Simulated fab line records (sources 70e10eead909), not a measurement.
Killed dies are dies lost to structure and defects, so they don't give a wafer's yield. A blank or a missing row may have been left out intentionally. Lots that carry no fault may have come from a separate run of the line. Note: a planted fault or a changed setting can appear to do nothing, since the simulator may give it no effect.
A single fault, viewed from 3 desks | flow nandHarc | only its own numbers are on each desk; what lay behind them is given at the end

## THE DEFECT DESK
Counts from the inspections along the route, per lot, as means over the sampled wafers that have a number. Any lot whose mean is over 4 standard deviations away from the usual mean is out of limits and marked OUT; that distance is given in the brackets.
Columns: A = rawDefectCount at NHARC_A_CHANNEL_HOLE_D2_INSPECT_12, usual 37
lot  | first seen here | A
L742 | day 12 19:11    | 8
L744 | day 14 07:31    | 56
L745 | day 15 10:23    | 3
L746 | day 15 11:55    | 55
L747 | day 15 20:37    | 57
L749 | day 16 06:15    | 59
L750 | day 16 10:41    | 51
L751 | day 16 22:21    | 47
L752 | day 17 18:36    | 9
L757 | day 19 14:30    | 68
L758 | day 19 23:49    | 62
L761 | day 21 03:32    | 24
L763 | day 21 22:27    | 24
L765 | day 23 02:59    | 3
This desk's finding: nothing out of limits on any of the 14 lots.

## DESK OF THE TOOL OWNER: lithoTrack-04
The tool's own readings at NHARC_A_CHANNEL_HOLE_D2_SOFTBAKE_05 (time 55 s): means of the sampled wafers that have a number, for each lot that ran on this tool. Any lot whose mean is over 4 standard deviations away from the usual mean is out of limits and marked OUT; that distance is given in the brackets.
Columns: A = heaterPowerTotalW at NHARC_A_CHANNEL_HOLE_D2_SOFTBAKE_05, usual 188.46 W; B = resistLineTempC at NHARC_A_CHANNEL_HOLE_D2_SOFTBAKE_05, usual 22.97 C
lot  | first seen here | A                        | B
L744 | day 14 06:00    | 188.49                   | 22.92
L747 | day 15 20:00    | 188.34                   | 22.90
L752 | day 17 17:00    | 188.53                   | 22.99
L757 | day 19 13:00    | 222.64 (+99 or more) OUT | 23.15
L758 | day 19 23:00    | 222.55 (+99 or more) OUT | 22.95
L765 | day 23 02:00    | 188.53                   | 22.76
Finding of this desk: L757, L758 out of limits; the first was L757 at day 19 13:00, on heaterPowerTotalW at NHARC_A_CHANNEL_HOLE_D2_SOFTBAKE_05. L744, L747, L752, L765: within limits.

## FROM THE METROLOGY DESK
What the gauges read for every lot (on any tool): the sampled wafers with a number, averaged. Any lot whose mean is over 4 standard deviations away from the usual mean is out of limits and marked OUT; that distance is given in the brackets.
Columns: A = thkNm at NHARC_A_ONON_D2_THK_MEAS_08, usual 1000 nm
lot  | first seen here | A
L742 | day 11 23:20    | 999
L744 | day 13 12:00    | 1006
L746 | day 14 14:36    | 996
L745 | day 14 14:37    | 1000
L747 | day 15 05:50    | 989
L749 | day 15 13:12    | 981
L750 | day 15 20:30    | 986
L751 | day 16 05:35    | 1000
L752 | day 17 03:52    | 1010
L757 | day 18 21:26    | 998
L758 | day 19 09:13    | 1009
L761 | day 20 13:19    | 1015
L763 | day 21 01:58    | 1019
L765 | day 22 12:55    | 1002
This desk's finding: nothing out of limits on any of the 14 lots.

## PUT TOGETHER
The tool owner's desk had the chance to raise an alarm at day 19 13:00 on L757, L758.
Nothing the defect desk looked at was out of limits.
At the metrology desk, nothing out of limits was observed.
The defect desk has L757, L758 on record, within its limits.
The metrology desk holds a record of L757, L758, inside its limits.
On lithoTrack-04, each named lot ran NHARC_A_CHANNEL_HOLE_D2_SOFTBAKE_05.

## WHAT THE SIMULATOR HAD PUT IN
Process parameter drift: lithoTrack-04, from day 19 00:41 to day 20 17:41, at NHARC_A_CHANNEL_HOLE_D2_SOFTBAKE_05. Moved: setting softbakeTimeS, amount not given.
Lots struck among those shown: L757, L758.
Hours from the fault's start to each desk's first reading out of limits: the tool owner's desk, 12.
